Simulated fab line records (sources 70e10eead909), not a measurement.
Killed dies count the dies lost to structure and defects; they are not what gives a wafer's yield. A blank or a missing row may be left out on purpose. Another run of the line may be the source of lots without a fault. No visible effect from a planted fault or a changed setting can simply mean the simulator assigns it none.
Matching of chambers + flow nand harc + rie diel-03 running NHARC_A_M1_ETCH_15: 4 sister chambers
The step etches the open film in C4F8/Ar, target depth 182.5 nm, time 91.2 s. 8 wafers are shown with their chamber, then 8 later ones without.

## EACH WAFER AND ITS CHAMBER
| wafer  | chamber | rf vpp V (V) | run length s (s) |
|--------|---------|--------------|------------------|
| L635.3 | 0       | 437.3        | 111.9            |
| L638.1 | 2       | 438.7        | 112.4            |
| L641.2 | 1       | 440.0        | 112.6            |
| L641.3 | 3       | 442.2        | 113.1            |
| L641.6 | 3       | 442.1        | 112.6            |
| L644.3 | 1       | 439.6        | 113.0            |
| L644.4 | 0       | 439.1        | 111.8            |
| L644.5 | 2       | 437.6        | 113.0            |

## WAFERS WITH NO CHAMBER GIVEN
| wafer  | rf vpp V (V) | run length s (s) |
|--------|--------------|------------------|
| L648.1 | 438.3        | 112.2            |
| L648.2 | 437.2        | 112.4            |
| L647.1 | 442.8        | 113.0            |
| L647.6 | 442.9        | 112.6            |
| L650.1 | 440.0        | 112.9            |
| L656.2 | 438.2        | 112.7            |
| L656.4 | 443.1        | 112.5            |
| L656.6 | 438.2        | 112.7            |

## THE CHAMBER EACH PASSED THROUGH
| wafer  | from the rows above          | in truth |
|--------|------------------------------|----------|
| L648.1 | can't be placed: 0 or 2 or 1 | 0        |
| L648.2 | can't be placed: 2 or 0      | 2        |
| L647.1 | 3                            | 3        |
| L647.6 | 3                            | 3        |
| L650.1 | 1                            | 1        |
| L656.2 | 2                            | 2        |
| L656.4 | 3                            | 3        |
| L656.6 | 2                            | 2        |
6 of 8 placed correctly. Unplaceable from these rows: 2, with the true chamber sitting among the candidates in 2. Number placed wrongly: 0.
How it was worked out, from the rows above alone: a wafer's distance from a chamber is the root of the sum, over the readings, of the square of ((its reading less the chamber's mean) divided by the reading's scatter). If the next closest chamber is less than 2 further off than the closest, the wafer can't be placed; otherwise it belongs to the closest. Each chamber's mean is taken over the wafers shown for it. The scatter is the square root of a quotient: the sum, over the shown wafers, of each reading's squared deviation from its chamber's mean, divided by wafers minus chambers.
